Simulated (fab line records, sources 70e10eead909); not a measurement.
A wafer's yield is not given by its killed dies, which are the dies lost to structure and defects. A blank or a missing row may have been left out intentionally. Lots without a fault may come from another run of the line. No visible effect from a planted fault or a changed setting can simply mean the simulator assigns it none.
Comparing a struck lot with a sound one / flow nand_harc / 24 steps out of a route of 1302
Sound: wafers L587.1, L587.2, L587.4. The struck wafers were L589.4, L589.5, L589.6. The cause comes at the end.
At each step with rows: each side's tool, then ch and its chambers, then its first start. Under that, the readings that differ: sound wafers / struck wafers / difference of the means / sigmas: that difference in standard deviations of wafers without a fault.
alike: same words and numbers on both sides, and readings whose means sit less than 2 such deviations apart. not compared: any withheld reading, any reading some wafer has no value for, any bound like >300 that may hide the same value, and any number with overlapping values for which the record gives no deviation.
A row with sigmas, a row that says differs or no value, or rows on one side alone: a step with any of these is where the two part. When numbers do not overlap yet have no deviation, they are printed without sigmas and do not part them. A reading missing from all wafers of one side parts the sides only when that side holds two or more wafers.

first, 5 steps without rows for these wafers: NHARC_P_GATE_STRIP_15 (strips in SPM, time 780 s); NHARC_P_GATE_PRECLEAN_71 (cleans in SC1); NHARC_P_GATE_SRD_72; NHARC_P_GATE_OXIDE_16 (material SiO2, target thk 3 nm, ox time 392 s); NHARC_P_GATE_CVD_17 (deposits poly-Si, target thk 150 nm, time 900 s).
NHARC_P_GATE_HM_DEP_102: deposits aC, target thk 120 nm.
  sound on acl_dep-01 ch 0, day 6 22:53; struck on acl_dep-03 ch 0, day 7 22:43
  alike: throttle_valve_pct
NHARC_P_GATE_DEP_103: deposits SiON, target thk 30 nm.
  sound on pecvd-01 ch 0,1, day 6 23:34; struck on pecvd-02 ch 0,1,2, day 7 23:08
  alike: heater_power_outer_w, heater_power_w
then, 5 steps without rows for these wafers: NHARC_P_GATE_DEHYDRATE_18 (time 120 s); NHARC_P_GATE_HMDS_19 (time 30 s); NHARC_P_GATE_COAT_20 (resist thk 90 nm); NHARC_P_GATE_SOFTBAKE_21 (time 55 s); NHARC_P_GATE_EBR_22.
NHARC_P_GATE_EXPOSE_23: exposes mask P GATE, target cd 120 nm.
  sound on arfi_scanner-03 ch 0, day 7 00:06; struck on arfi_scanner-03 ch 0, day 7 23:37
reading=mask; sound=P_GATE#0 P_GATE#0 P_GATE#0; struck=P_GATE_R1#0 P_GATE_R1#0 P_GATE_R1#0; difference=differs; sigmas=
then, 2 steps without rows for these wafers: NHARC_P_GATE_PEB_24 (peb time 65 s); NHARC_P_GATE_DEVELOP_25 (develop time 35 s).
NHARC_P_GATE_CD_MEAS_26: the cd target is 120 nm.
  sound on cd_sem-01 ch 0, day 7 00:14; struck on cd_sem-01 ch 0
reading=cd_nm (nm); sound=119.7 118.6 121.1; struck=116.3 115.3 116.1; difference=-3.9; sigmas=-7
  not compared: hold
NHARC_P_GATE_OVL_MEAS_27:
  sound on overlay-01 at day 7 00:20; struck on overlay-01 at day 8 04:42
reading=hold; sound=- - -; struck=await_dispo/4.7h/release await_dispo/4.7h/release await_dispo/4.7h/release; difference=no value on the sound wafers; sigmas=
  alike: overlay_x_nm, overlay_y_nm
NHARC_P_GATE_INSPECT_28:
  sound on defect_inspect-01 at day 7 00:22; struck on defect_inspect-01 at day 8 04:44
  alike: raw_defect_count
NHARC_P_GATE_DESCUM_31: chemistry O2, time 3 s.
  sound on rie_diel-13 ch 0,2,3, day 7 00:26; struck on rie_diel-02 ch 0,1, day 8 04:48
reading=model.P_GATE.cd_nm (nm); sound=119.2 118.7 121; struck=116.6 115.8 116.2; difference=-3.4; sigmas=
  alike: drypump_motor_current_A, oes_product_au, rf_vpp_V, showerhead_plenum_p_Torr, throttle_valve_pct
  not compared: rf_hours_counter_h
NHARC_P_GATE_ETCH_104: etches the open film in CF4/CHF3, target depth 60 nm.
  sound on rie_diel-13 ch 0,1,3, day 7 00:31; struck on rie_diel-02 ch 0,2,3, day 8 04:53
  alike: bias_w, drypump_motor_current_A, oes_product_au, rf_vpp_V, showerhead_plenum_p_Torr, throttle_valve_pct
NHARC_P_GATE_HM_OPEN_105: chemistry O2/COS, target depth 360 nm.
  sound: rie_diel-13 ch 0,2,3; struck: rie_diel-02 ch 0,1,2
reading=oes_product_au (a.u.); sound=1.016 1.017 1.006; struck=0.988 0.978 0.993; difference=-0.027; sigmas=-2
  alike: bias_w, drypump_motor_current_A, rf_vpp_V, showerhead_plenum_p_Torr, throttle_valve_pct
  not compared: rf_hours_counter_h
then, 1 step without rows for these wafers: NHARC_P_GATE_STRIP_106 (strips in O2/COS).
NHARC_P_GATE_ETCH_114: etches the open film in CF4/O2, target depth 30 nm, overetch 3 nm, time 16.5 s.
  sound: rie_diel-13 ch 0,1,2; struck: rie_diel-02 ch 0,1,3
reading=model.P_GATE.cd_nm (nm); sound=122.1 121.8 119.9; struck=115.7 114 115.4; difference=-6.2; sigmas=
  alike: bias_w, drypump_motor_current_A, oes_o_777_au, oes_product_au, rf_vpp_V, showerhead_plenum_p_Torr, throttle_valve_pct
  not compared: rf_hours_counter_h
NHARC_P_GATE_ETCH_32: etches the open film in HBr/Cl2, target depth 150 nm, time 100.1 s.
  sound on rie_si-05 ch 0,1,2, day 7 00:53; struck on rie_si-05 ch 0,1,2, day 8 05:18
  alike: bias_w, drypump_motor_current_A, oes_product_au, throttle_valve_pct
  not compared: rf_hours_counter_h

## WHERE THEY PART
Last at NHARC_P_GATE_HM_OPEN_105 as far as this record goes, first at NHARC_P_GATE_EXPOSE_23. Later steps at which nothing parts them and some readings are alike: NHARC_P_GATE_ETCH_114, NHARC_P_GATE_ETCH_32.

WHY: what had been put in by the simulator
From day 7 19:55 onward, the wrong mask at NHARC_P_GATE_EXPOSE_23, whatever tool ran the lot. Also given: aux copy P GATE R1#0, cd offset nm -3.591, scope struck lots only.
